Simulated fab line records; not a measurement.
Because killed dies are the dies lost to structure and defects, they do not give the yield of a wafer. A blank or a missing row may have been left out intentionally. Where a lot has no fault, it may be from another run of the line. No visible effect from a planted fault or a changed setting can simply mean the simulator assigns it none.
Chamber matching / flow nand-harc / NHARC_P_M1_DEP_33 on pecvd-02: 3 sister chambers
The step deposits SiCN, target thk 30 nm. 3 wafers are shown with their chamber, then 10 later ones without.

== WAFERS WITH THEIR CHAMBER ==
wafer=L091.4; chamber=0; heater-power-w (W)=470
wafer=L089.2; chamber=1; heater-power-w (W)=425
wafer=L089.3; chamber=2; heater-power-w (W)=630

== WAFERS WHOSE CHAMBER IS MISSING ==
wafer=L089.4; heater-power-w (W)=638
wafer=L092.2; heater-power-w (W)=646
wafer=L092.4; heater-power-w (W)=456
wafer=L092.5; heater-power-w (W)=631
wafer=L090.1; heater-power-w (W)=436
wafer=L090.2; heater-power-w (W)=607
wafer=L090.5; heater-power-w (W)=584
wafer=L093.3; heater-power-w (W)=526
wafer=L093.4; heater-power-w (W)=530
wafer=L093.6; heater-power-w (W)=477

== CHAMBER TAKEN BY EACH ==
wafer=L089.4; from the rows above=2; in truth=2
wafer=L092.2; from the rows above=2; in truth=2
wafer=L092.4; from the rows above=can't be placed: 0 or 1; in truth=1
wafer=L092.5; from the rows above=2; in truth=2
wafer=L090.1; from the rows above=can't be placed: 1 or 0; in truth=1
wafer=L090.2; from the rows above=2; in truth=2
wafer=L090.5; from the rows above=2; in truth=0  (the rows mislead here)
wafer=L093.3; from the rows above=can't be placed: 0 or 1 or 2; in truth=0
wafer=L093.4; from the rows above=can't be placed: 0 or 2 or 1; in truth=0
wafer=L093.6; from the rows above=can't be placed: 0 or 1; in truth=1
Correctly placed: 4 of 10. Cannot be placed on the basis of these rows: 5; the candidates contain the true chamber in 5. Placed wrongly: 1.
How it was worked out, from the rows above alone: a wafer's distance from a chamber is the root of the sum, over the readings, of the square of ((its reading less the chamber's mean) divided by the reading's scatter). The wafer belongs to the nearest chamber; if the next one is less than 2 further off, it can't be placed. A chamber's mean is the mean of its shown wafers. The scatter: with one shown wafer a chamber, the root of the mean of the squares of how far each hidden wafer lies from its nearest shown one.
